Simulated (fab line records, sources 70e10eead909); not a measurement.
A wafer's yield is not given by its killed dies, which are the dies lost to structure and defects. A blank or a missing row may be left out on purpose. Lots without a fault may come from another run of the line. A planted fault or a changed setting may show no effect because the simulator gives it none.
Code-filled problem report in 8D (eight disciplines) form	flow nand_harc	the parts of the form that need people (team, actions taken, sign-off) are left out

## 1. PROBLEM STATEMENT
Mean of heater_power_total_W at NHARC_A_CONTACT_SOFTBAKE_03: 323.34 W across 2 wafers in 2 lots; on wafers with no fault it is 188.47 W (standard deviation 0.14). That is +99 or more standard deviations from the usual mean.
The step: time 55 s.
First seen on wafer L950.6, day 25 17:00, on litho_track-04. Wafers with a number at this step in the record: 37, from 13 lots. The rule behind "out" and "out of limits": a value lying over 4 standard deviations away from the usual mean. All remaining wafers that have a number are taken as sound.

## 2. WHAT THIS IS AND IS NOT
question	is	is not
which readings at this step	heater_power_total_W	chill_plate_temp_C
which lots	L949, L950	L941, L942, L944, L955, L958, L959, L960, L961, L962, L963, L964
which wafers of those lots	L949.5, L950.6	L949.4, L950.4
read on which tools	litho_track-04	litho_track-01, litho_track-06
when	from day 25 17:00	up to then (10 sound wafers); but 25 sound wafers of L949, L955, L958, L959, L960, L961, L962, L963, L964 came after

## 3. WHAT RULES OUT EACH SUSPECT
Counting: a tool at a process step up to the reading stays a suspect if it ran every lot that is out. Sound lots after the first of them don't rule it out here, since some wafers of a struck lot are sound.
- litho_track-04 at NHARC_A_CONTACT_SOFTBAKE_03 (time 55 s): kept. Every lot that is out went through it, the first being L950 (day 25 17:00); the last sound lot it ran before that was L942 (day 22 05:00). Out on those wafers are its own readings of heater_power_total_W.
Left after counting: litho_track-04 at NHARC_A_CONTACT_SOFTBAKE_03.

## 4. THE CAUSE (what the simulator had put in)
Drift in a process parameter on litho_track-04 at NHARC_A_CONTACT_SOFTBAKE_03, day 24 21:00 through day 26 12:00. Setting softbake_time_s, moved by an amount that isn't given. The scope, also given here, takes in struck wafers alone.
This tool alone remained once counting was done.

## 5. THE CHAIN OF EFFECTS, in route order
Each row: a reading whose mean over the struck wafers that have a number lies more than 3 standard deviations from the usual. Scope: only readings with a usual standard deviation given in the record; hours: median across lots of the time from each lot's start at the first step in this table that gives one to its start at this step; sigmas: change in usual standard deviations.
hours	step	reading	usual	on struck wafers	change	sigmas
0	NHARC_A_CONTACT_SOFTBAKE_03	heater_power_total_W	188.47 W	323.34	+134.87	+99 or more
It contains these process steps:
- NHARC_A_CONTACT_SOFTBAKE_03: time 55 s.
Later steps that measure or inspect, where all struck wafers having a row at the step show a number for every such reading and not one has moved that far: NHARC_END_SORT_01.

## 6. WHAT WOULD HAVE CAUGHT IT SOONER
The fault began at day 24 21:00; the first out-of-limits reading in this record came at day 25 17:00, 20 hours later.
